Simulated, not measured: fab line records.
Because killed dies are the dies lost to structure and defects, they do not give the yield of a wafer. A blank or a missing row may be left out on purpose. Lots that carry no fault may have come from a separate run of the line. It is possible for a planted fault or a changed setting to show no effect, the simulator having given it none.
fab line records -- flow n5-finfet
record: lots: 5, wafers: 13, last-day: 19
route steps=1938 shown FIN_CUT@156 STI_FIN_REVEAL@183
lots with no fault: from the same line, run without faults
start-h: hours from the record's opening day to when the first of the lot's shown wafers began -- wait-h: time in hours since the lot's previous step -- " as in the row above -- L1.1+2: one row covering several wafers at once -- - no value present, or no start provided -- * or withheld: withheld -- < > ~ a bound
route shown NAME@n: a module of which the file shows steps, and the number in the route of the first -- usual: average and standard deviation across the fault-free wafers -- same: alike in all rows -- chamber/n: place in a boat -- sites: per-site readings -- _std_site: how widely they spread, as a standard deviation -- _edge_site: mean of outer sites minus mean of inner sites -- radius-mm: how far each site lies from the wafer's centre -- mask NAME#n: copy n -- behind: the last tool/chamber to shape the wafer -- hold: cause of the lot's hold/its duration in hours/its outcome -- device: names the non-switching transistor (n, p or np) -- end of line: the tests these same wafers got at the end of their route -- a step without rows: its recipe alone -- killed: count of dies lost to structure and defects at first sort (not the wafer's yield) -- map: a wafer's dies, marking killed ones x, the rest . and places with no die _
set.NAME: the run value of the setting; set.NAME@STEP: its run value at that earlier step -- model.NAME: the simulator's own value behind a step, which no gauge read
certain route steps with their lots: each step a table, each wafer a row
services: a tool's chamber out of use, with start hour (start-h, from the record's first day; less than 0 if before it), hours out, and reason
== steps ==
step: N5_FIN_CUT_COAT_29
recipe: resist: underlayer, temp-c: 205, time-s: 60, spin-rpm: 1500, resist-thk-nm: 10
step: N5_FIN_CUT_COAT_02
recipe: resist: CAR-EUV, spin-rpm: 1500, resist-thk-nm: 30
step: N5_FIN_CUT_EBR_04
recipe: solvent: PGMEA, ebr-width-mm: 1.5
step: N5_FIN_CUT_SOFTBAKE_03
recipe: temp-c: 110, time-s: 60, resist: CAR-EUV
step: N5_FIN_CUT_EXPOSE_05
recipe: mask-id: FIN_CUT, na: 0.33, source-shape: annular, sigma-inner: 0.35, sigma-outer: 0.8, polarization: unpolarized, dose-mj: 45.75
step: N5_FIN_CUT_PEB_06
recipe: peb-temp-c: 100, peb-time-s: 60, resist: CAR-EUV
step: N5_FIN_CUT_DEVELOP_07
recipe: develop-time-s: 30, developer: TMAH, resist: CAR-EUV, rinse-liquid: surfactant-rinse, dry: air-spin, dev-temp-c: 23
step: N5_FIN_CUT_CD_MEAS_08
recipe: target-cd-nm: 29.1, landing-energy-ev: 500, detector: se-inlens, polarity: opening
usual: cd-nm: 29.09/0.23
lot.wafer,tool,chamber,start-h,wait-h,cd-nm
L894.3,cd-sem-02,0,27.23,-,28.61
L894.4,cd-sem-02,0,27.23,-,28.88
L894.5,cd-sem-02,0,27.23,-,29.36
L897.1,cd-sem-02,0,45.14,-,29.01
L897.4,cd-sem-02,0,45.14,-,28.91
L897.6,cd-sem-02,0,45.14,-,29.37
L908.4,cd-sem-02,0,110.24,-,28.89
L916.1,cd-sem-02,0,159.10,-,29.43
L916.4,cd-sem-02,0,159.10,-,29.07
L916.6,cd-sem-02,0,159.10,-,28.85
L917.1,cd-sem-02,0,164.94,-,29.34
L917.3,cd-sem-02,0,164.94,-,29.07
L917.5,cd-sem-02,0,164.94,-,29.35
step: N5_FIN_CUT_OVL_MEAS_09
recipe: points-per-wafer: 522
usual: FIN_CUT_OVL: -0.1/0.63
lot.wafer,tool,chamber,start-h,wait-h,FIN_CUT_OVL[nm]
L894.3,overlay-02,0,27.27,0.0,-0.1
L894.4,overlay-02,0,27.27,0.0,-1.0
L894.5,overlay-02,0,27.27,0.0,0.0
L897.1,overlay-01,0,45.17,0.0,-0.1
L897.4,overlay-01,0,45.17,0.0,0.8
L897.6,overlay-01,0,45.17,0.0,0.6
L908.4,overlay-02,0,110.29,0.0,-0.2
L916.1,overlay-01,0,159.14,0.0,0.0
L916.4,overlay-01,0,159.14,0.0,0.8
L916.6,overlay-01,0,159.14,0.0,0.0
L917.1,overlay-02,0,164.97,0.0,0.7
L917.3,overlay-02,0,164.97,0.0,0.7
L917.5,overlay-02,0,164.97,0.0,0.6
step: N5_FIN_CUT_INSPECT_10
recipe: mode: adi, inspect-instrument: brightfield
usual: raw-defect-count: 43/12
lot.wafer,tool,chamber,start-h,wait-h,raw-defect-count
L894.3,defect-inspect-02,-,27.31,0.0,40
L894.4,defect-inspect-02,-,27.31,0.0,40
L894.5,defect-inspect-02,-,27.31,0.0,31
L897.1,defect-inspect-02,-,45.23,0.1,27
L897.4,defect-inspect-02,-,45.23,0.1,34
L897.6,defect-inspect-02,-,45.23,0.1,33
L908.4,defect-inspect-02,-,110.33,0.0,53
L916.1,defect-inspect-01,-,159.20,0.1,45
L916.4,defect-inspect-01,-,159.20,0.1,50
L916.6,defect-inspect-01,-,159.20,0.1,38
L917.1,defect-inspect-02,-,165.03,0.1,22
L917.3,defect-inspect-02,-,165.03,0.1,33
L917.5,defect-inspect-02,-,165.03,0.1,45
step: N5_FIN_CUT_DESCUM_13
recipe: chemistry: O2, time-s: 7, source-power-w: 50, bias-power-w: 20, pressure-mtorr: 20, rf-frequency-hz: 2.712e+07, temp-c: 40, resist: CAR-EUV, o2-flow-sccm: 225
usual: bias-power-w: 20.01/0.064, drypump-motor-current-A: 6.0/0.48, oes-product-au: 0.76/0.059, rf-fwd-power-W: 49.32/0.21, rf-vpp-V: 242.9/1.3, showerhead-plenum-p-Torr: 2.09/0.064, throttle-valve-pct: 20.47/0.17
lot.wafer,tool,chamber,start-h,wait-h,bias-power-w,drypump-motor-current-A,oes-product-au,rf-fwd-power-W,rf-hours-counter-h,rf-vpp-V,showerhead-plenum-p-Torr,throttle-valve-pct
L894.3,rie-diel-02,2,27.35,0.0,20.04,5.8,0.74,49.51,159,243.4,2.08,20.39
L894.4,rie-diel-02,1,27.35,0.0,19.95,5.7,0.75,49.71,126,243.6,2.19,20.40
L894.5,rie-diel-02,2,27.35,0.0,19.98,5.8,0.75,49.25,-,243.7,2.08,20.37
L897.1,rie-diel-05,0,45.26,0.0,19.94,6.0,0.71,49.08,235,243.6,2.15,20.37
L897.4,rie-diel-05,3,45.26,0.0,20.06,5.2,0.76,49.26,-,242.5,2.09,20.38
L897.6,rie-diel-05,0,45.26,0.0,20.03,6.0,0.72,49.03,-,244.0,2.15,20.34
L908.4,rie-diel-02,1,110.44,0.1,19.94,5.7,0.73,49.51,153,244.7,2.18,20.44
L916.1,rie-diel-05,2,159.70,0.5,20.08,6.7,0.72,49.39,221,242.1,2.08,20.41
L916.4,rie-diel-05,0,159.70,0.5,20.11,5.9,0.95,49.35,4,244.5,2.14,19.92
L916.6,rie-diel-05,2,159.70,0.5,20.06,6.7,0.71,49.13,-,242.0,2.08,20.44
L917.1,rie-diel-05,1,165.06,0.0,20.05,5.7,0.72,49.09,197,242.4,1.98,20.60
L917.3,rie-diel-05,0,165.06,0.0,20.00,6.0,0.95,49.45,5,244.2,2.14,19.93
L917.5,rie-diel-05,0,165.06,0.0,20.07,5.9,0.95,49.40,-,243.7,2.14,19.93
step: N5_FIN_CUT_ETCH_30
recipe: chemistry: N2/H2, target: underlayer, target-depth-a: 130, mask-material: CAR-EUV, time-s: 10.4, ion-energy-ev: 200, pressure-mtorr: 30, source-w: 840, bias-w: 150, n2-flow-sccm: 200, h2-flow-sccm: 200, ends: cleared
step: N5_FIN_CUT_ETCH_20
recipe: chemistry: CF4, target: SiARC, target-depth-a: 260, mask-material: CAR-EUV, time-s: 43.3, ion-energy-ev: 80, pressure-mtorr: 40, source-w: 545, bias-w: 36, Ar_flow_sccm: 100, cf4-flow-sccm: 100, ends: cleared
usual: drypump-motor-current-A: 6.0/0.48, etch-rf-on-time-s: 43.3/1.3, oes-product-au: 0.65/0.05, rf-fwd-power-W: 534.1/2.9, rf-vpp-V: 184.0/1.2, showerhead-plenum-p-Torr: 2.14/0.062, throttle-valve-pct: 15.65/0.16
lot.wafer,tool,chamber,start-h,wait-h,drypump-motor-current-A,etch-rf-on-time-s,oes-product-au,rf-fwd-power-W,rf-hours-counter-h,rf-vpp-V,showerhead-plenum-p-Torr,throttle-valve-pct
L894.3,rie-diel-02,2,27.40,0.0,5.8,41.1,0.64,531.1,159,185.7,2.13,15.64
L894.4,rie-diel-02,1,27.40,0.0,5.7,45.6,0.63,535.6,126,185.2,2.23,15.53
L894.5,rie-diel-02,2,27.40,0.0,5.8,41.4,0.65,532.8,-,183.1,2.13,15.63
L897.1,rie-diel-05,0,45.32,0.0,6.0,42.6,0.61,534.4,235,184.6,2.20,15.63
L897.4,rie-diel-05,3,45.32,0.0,5.1,42.8,0.66,535.0,-,183.8,2.16,15.68
L897.6,rie-diel-05,0,45.32,0.0,6.0,42.3,0.61,534.6,-,184.3,2.20,15.62
L908.4,rie-diel-02,1,110.49,0.0,5.7,45.8,0.61,539.0,153,185.1,2.22,15.58
L916.1,rie-diel-05,2,159.75,0.0,6.7,43.4,0.60,535.7,221,183.2,2.13,15.68
L916.4,rie-diel-05,0,159.75,0.0,5.9,42.2,0.82,535.2,4,185.8,2.20,15.16
L916.6,rie-diel-05,2,159.75,0.0,6.8,42.7,0.61,531.9,-,182.7,2.13,15.67
L917.1,rie-diel-05,1,165.12,0.0,5.7,45.7,0.59,530.1,197,183.7,2.05,15.90
L917.3,rie-diel-05,0,165.12,0.0,5.9,42.5,0.81,531.3,5,185.0,2.20,15.16
L917.5,rie-diel-05,0,165.12,0.0,5.9,42.0,0.81,534.7,-,185.3,2.20,15.16
step: N5_FIN_CUT_ETCH_21
recipe: chemistry: N2/H2, target: SOC, target-depth-a: 2190, overetch-a: 438, mask-material: SiARC, temp-c: 40, ion-energy-ev: 100, bias-w: 61, time-s: 523.5, pressure-mtorr: 30, source-w: 850, n2-flow-sccm: 200, h2-flow-sccm: 200
step: N5_FIN_CUT_STRIP_23
recipe: chemistry: N2/H2, temp-c: 40, n2-flow-sccm: 200, h2-flow-sccm: 200, rf-frequency-hz: 6e+07
step: N5_FIN_CUT_STRIP_31
recipe: chemistry: N2/H2, temp-c: 40, n2-flow-sccm: 200, h2-flow-sccm: 200, rf-frequency-hz: 6e+07
step: N5_FIN_CUT_STRIP_24
recipe: chemistry: CF4, resist: SiARC, power-w: 300, bias-power-w: 75, pressure-mtorr: 50, cf4-flow-sccm: 150, rf-frequency-hz: 6e+07
usual: bias-power-w: 74.99/0.22, drypump-motor-current-A: 6.0/0.48, oes-product-au: 0.75/0.055, rf-fwd-power-W: 292.6/0.83, rf-vpp-V: 271.0/1.4, showerhead-plenum-p-Torr: 1.79/0.053, throttle-valve-pct: 13.63/0.16
lot.wafer,tool,chamber,start-h,wait-h,bias-power-w,drypump-motor-current-A,oes-product-au,rf-fwd-power-W,rf-hours-counter-h,rf-vpp-V,showerhead-plenum-p-Torr,throttle-valve-pct
L894.3,rie-diel-02,2,27.76,0.0,74.87,5.8,0.73,292.0,160,271.0,1.78,13.61
L894.4,rie-diel-02,1,27.76,0.0,75.05,5.7,0.76,292.6,126,274.8,1.87,13.52
L894.5,rie-diel-02,2,27.76,0.0,75.20,5.8,0.73,290.7,-,271.8,1.78,13.60
L897.1,rie-diel-05,0,45.68,0.0,75.39,6.0,0.70,292.6,235,270.8,1.86,13.69
L897.4,rie-diel-05,3,45.68,0.0,75.06,5.2,0.75,293.1,-,271.8,1.80,13.63
L897.6,rie-diel-05,0,45.68,0.0,75.30,6.0,0.71,292.5,-,272.3,1.86,13.70
L908.4,rie-diel-02,1,110.86,0.0,74.62,5.7,0.73,291.0,153,271.5,1.86,13.58
L916.1,rie-diel-05,2,160.12,0.0,74.70,6.7,0.70,293.9,221,270.5,1.79,13.69
L916.4,rie-diel-05,0,160.12,0.0,74.81,5.9,0.94,292.3,4,272.7,1.85,13.15
L916.6,rie-diel-05,2,160.12,0.0,74.97,6.7,0.70,292.8,-,271.6,1.79,13.71
L917.1,rie-diel-05,1,165.48,0.0,75.02,5.7,0.72,293.0,198,269.2,1.71,13.86
L917.3,rie-diel-05,0,165.48,0.0,75.31,5.9,0.93,291.6,6,271.8,1.85,13.15
L917.5,rie-diel-05,0,165.48,0.0,75.20,5.9,0.93,292.4,-,272.2,1.85,13.17
step: N5_FIN_CUT_CUT_ETCH_26
recipe: chemistry: CH3F/O2, target: SiNx, target-depth-a: 390, mask-material: SOC, time-s: 55.7, pressure-mtorr: 30, source-w: 395, bias-w: 73, Ar_flow_sccm: 150, CH3F_flow_sccm: 30, O2_flow_sccm: 20, ion-energy-ev: 120
usual: CH3F_flow_sccm: 30.00/0.1, drypump-motor-current-A: 6.0/0.48, oes-product-au: 0.76/0.059, rf-fwd-power-W: 390.9/1.4, rf-vpp-V: 298/5, showerhead-plenum-p-Torr: 1.99/0.06, throttle-valve-pct: 16.40/0.18
lot.wafer,tool,chamber,start-h,wait-h,CH3F_flow_sccm,drypump-motor-current-A,oes-product-au,rf-fwd-power-W,rf-hours-counter-h,rf-vpp-V,showerhead-plenum-p-Torr,throttle-valve-pct
L894.3,rie-diel-02,2,27.78,0.0,30.17,5.9,0.75,392.1,160,293,2.00,16.42
L894.4,rie-diel-02,1,27.78,0.0,30.13,5.7,0.74,392.3,126,297,2.09,16.27
L894.5,rie-diel-02,2,27.78,0.0,30.01,5.8,0.74,391.5,-,293,2.00,16.42
L897.1,rie-diel-05,0,45.70,0.0,29.83,5.9,0.71,391.6,235,302,2.05,16.30
L897.4,rie-diel-05,3,45.70,0.0,30.02,5.2,0.76,390.9,-,294,2.02,16.42
L897.6,rie-diel-05,0,45.70,0.0,29.93,6.0,0.72,390.8,-,300,2.05,16.30
L908.4,rie-diel-02,1,110.88,0.0,29.93,5.7,0.71,392.9,153,298,2.08,16.32
L916.1,rie-diel-05,2,160.14,0.0,30.07,6.7,0.71,391.9,221,289,1.98,16.37
L916.4,rie-diel-05,0,160.14,0.0,30.08,6.0,0.95,389.1,4,300,2.04,15.81
L916.6,rie-diel-05,2,160.14,0.0,29.92,6.7,0.71,391.8,-,288,1.98,16.37
L917.1,rie-diel-05,1,165.50,0.0,30.06,5.7,0.69,387.5,198,299,1.91,16.68
L917.3,rie-diel-05,0,165.50,0.0,29.90,5.9,0.95,390.4,6,300,2.04,15.84
L917.5,rie-diel-05,0,165.50,0.0,30.11,5.9,0.95,390.6,-,300,2.04,15.83
step: N5_FIN_CUT_CUT_ETCH_27
recipe: chemistry: CHF3/O2, target: SiO2, target-depth-a: 40, mask-material: SOC, overetch-a: 20, time-s: 4.9, pressure-mtorr: 30, source-w: 650, bias-w: 170, Ar_flow_sccm: 200, CHF3_flow_sccm: 50, O2_flow_sccm: 5, ion-energy-ev: 200
step: N5_FIN_CUT_PRECLEAN_35
recipe: time-s: 13.3, temp-c: 45, pressure-torr: 125, p-hf-torr: 3, p-coreactant-torr: 25, chemistry: vHF
step: N5_FIN_CUT_CUT_ETCH_15
recipe: chemistry: HBr/Cl2/O2, target: Si, target-depth-a: 1000, bt-time-s: 10, mask-material: SOC, time-s: 42.4, ion-energy-ev: *, bias-w: *, pressure-mtorr: 10, icp-w: 800, HBr_flow_sccm: 150, Cl2_flow_sccm: 80, O2_flow_sccm: 12
usual: drypump-motor-current-A: 5.6/0.55, oes-product-au: 1.004/0.012, rf-fwd-power-W: *, throttle-valve-pct: 37.3/0.31
lot.wafer,tool,chamber,start-h,wait-h,drypump-motor-current-A,oes-product-au,rf-fwd-power-W,rf-hours-counter-h,throttle-valve-pct
L894.3,rie-si-03,2,27.98,0.0,5.6,1.009,*,8,37.0
L894.4,rie-si-03,0,27.98,0.0,6.2,1.003,*,142,37.5
L894.5,rie-si-03,2,27.98,0.0,5.6,1.009,*,-,37.0
L897.1,rie-si-04,2,45.90,0.1,5.8,1.001,*,147,37.0
L897.4,rie-si-04,0,45.90,0.1,5.5,1.009,*,12,37.4
L897.6,rie-si-04,2,45.90,0.1,5.7,0.998,*,-,37.0
L908.4,rie-si-03,2,111.08,0.0,5.6,1.008,*,10,37.0
L916.1,rie-si-04,3,160.33,0.1,5.6,1.005,*,166,37.0
L916.4,rie-si-04,0,160.33,0.1,5.4,1.013,*,14,37.4
L916.6,rie-si-04,1,160.33,0.1,4.8,0.996,*,-,37.0
L917.1,rie-si-04,2,165.69,0.1,5.8,0.997,*,149,37.0
L917.3,rie-si-04,1,165.69,0.1,4.8,0.995,*,41,37.0
L917.5,rie-si-04,3,165.69,0.1,5.6,0.993,*,-,37.0
step: N5_FIN_CUT_CUT_ETCH_28
recipe: chemistry: HBr/Cl2/O2, target: Si, target-depth-a: 60, mask-material: SOC, time-s: 2.4, ion-energy-ev: *, bias-w: *, pressure-mtorr: 10, icp-w: 800, HBr_flow_sccm: 150, Cl2_flow_sccm: 80, O2_flow_sccm: 12
step: N5_FIN_CUT_STRIP_22
recipe: chemistry: N2/H2, power-w: 500, temp-c: 40, pressure-mtorr: 50, rf-frequency-hz: 6e+07, overash-fraction: 0.3, bias-power-w: 8, h2-frac: 0.5, n2-flow-sccm: 300, h2-flow-sccm: 300
usual: bias-power-w: 8.002/0.023, drypump-motor-current-A: 6.1/0.48, oes-product-au: 0.76/0.067, rf-vpp-V: 54.2/2.3, showerhead-plenum-p-Torr: 3.34/0.095, throttle-valve-pct: 19.03/0.28
lot.wafer,tool,chamber,start-h,wait-h,bias-power-w,drypump-motor-current-A,oes-product-au,rf-hours-counter-h,rf-vpp-V,showerhead-plenum-p-Torr,throttle-valve-pct
L894.3,rie-diel-06,2,28.10,0.0,8.001,6.7,0.75,167,55.4,3.22,18.94
L894.4,rie-diel-06,1,28.10,0.0,8.048,5.8,0.81,97,54.6,3.28,18.65
L894.5,rie-diel-06,1,28.10,0.0,8.017,5.8,0.80,-,56.4,3.28,18.69
L897.1,rie-diel-05,3,46.03,0.0,8.031,5.3,0.76,158,57.4,3.35,19.13
L897.4,rie-diel-05,1,46.03,0.0,7.989,5.7,0.72,-,53.5,3.23,19.35
L897.6,rie-diel-05,0,46.03,0.0,7.977,6.0,0.71,-,50.9,3.45,18.90
L908.4,rie-diel-02,2,111.20,0.0,8.009,5.9,0.73,194,56.0,3.34,18.79
L916.1,rie-diel-06,0,160.46,0.1,8.005,6.4,0.92,27,52.4,3.42,19.13
L916.4,rie-diel-06,2,160.46,0.1,7.979,6.8,0.70,212,53.5,3.19,19.01
L916.6,rie-diel-06,2,160.46,0.1,8.010,6.7,0.71,-,52.2,3.20,19.02
L917.1,rie-diel-02,3,165.81,0.0,8.032,6.5,0.79,106,49.0,3.25,19.51
L917.3,rie-diel-02,0,165.81,0.0,8.019,6.6,0.73,147,56.7,3.37,19.16
L917.5,rie-diel-02,1,165.81,0.0,8.009,5.8,0.72,-,55.8,3.48,18.97
step: N5_FIN_CUT_PRECLEAN_36
recipe: chemistry: O3/DIW, time-s: 60, temp-c: 22, o3-ppm: 10
step: N5_FIN_CUT_SRD_32
recipe: dry: ipa-marangoni, time-s: 30, temp-c: 23, rinse-liquid: diw
step: N5_FIN_CUT_UV_OZONE_34
recipe: time-s: 120, pressure-torr: 760, temp-c: 25
step: N5_FIN_CUT_INSPECT_17
recipe: inspect-instrument: brightfield, mode: aei
usual: raw-defect-count: 247/75
lot.wafer,tool,chamber,start-h,wait-h,raw-defect-count
L894.3,defect-inspect-01,-,28.26,0.0,210
L894.4,defect-inspect-01,-,28.26,0.0,226
L894.5,defect-inspect-01,-,28.26,0.0,172
L897.1,defect-inspect-02,-,46.19,0.0,163
L897.4,defect-inspect-02,-,46.19,0.0,195
L897.6,defect-inspect-02,-,46.19,0.0,184
L908.4,defect-inspect-01,-,111.37,0.0,573
L916.1,defect-inspect-01,-,160.62,0.0,270
L916.4,defect-inspect-01,-,160.62,0.0,199
L916.6,defect-inspect-01,-,160.62,0.0,173
L917.1,defect-inspect-01,-,165.97,0.0,156
L917.3,defect-inspect-01,-,165.97,0.0,217
L917.5,defect-inspect-01,-,165.97,0.0,211
step: N5_STI_FIN_REVEAL_ALD_00
recipe: material: SiO2, target-thk-a: 10, temp-c: 300, ald-precursor-family: BDEAS, ald-co-reactant: O2-plasma, pulse-time-s: 1, pressure-torr: 2
== services ==
tool,chamber,start-h,hours,kind
rie-diel-05,2,12.15,5.4,repair
rie-si-03,0,12.53,2.4,repair
rie-diel-06,0,22.45,3.3,repair
rie-diel-05,2,23.83,1.7,repair
rie-diel-02,3,30.39,2.3,repair
rie-diel-05,2,30.47,19.7,repair
rie-si-03,-,44.43,0.6,repair
rie-diel-06,0,51.53,-,clean
rie-diel-06,0,51.53,-,consumable-replace:focus-ring
rie-diel-06,0,51.53,14.0,scheduled-down
rie-diel-06,0,51.53,14.0,vent-cycle
rie-diel-05,-,51.87,28.1,pm
rie-diel-02,0,52.41,13.2,repair
rie-diel-02,1,93.14,16.4,repair
rie-si-03,0,96.08,10.2,repair
rie-diel-05,0,122.27,-,clean
rie-diel-05,0,122.27,-,consumable-replace:focus-ring
rie-diel-05,0,122.27,24.0,scheduled-down
rie-diel-05,0,122.27,24.0,vent-cycle
rie-si-03,2,144.22,29.4,repair
rie-si-03,-,148.63,11.8,repair
== key ==
first-sign: step: N5_FIN_CUT_INSPECT_17, reading: raw-defect-count, direction: up, sigmas: 4.4, usual: 247, struck: 573
effect none on later readings
met-at N5_FIN_CUT_ETCH_20
struck-wafers L908.4
rows-end L908.4
onset-between 27.40 110.49
also-fits N5_FIN_CUT_DESCUM_13:rie-diel-02,N5_FIN_CUT_STRIP_24:rie-diel-02,N5_FIN_CUT_CUT_ETCH_26:rie-diel-02,N5_FIN_CUT_CUT_ETCH_15:rie-si-03
fault: kind: chamber-particle-source, tool: rie-diel-02, chamber: 1, onset-h: 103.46, steps: N5_FIN_CUT_ETCH_20, rate-per-visit-cm2: 0.46469
rows-end: these wafers met a further fault down the route, and their rows from its step on are left out
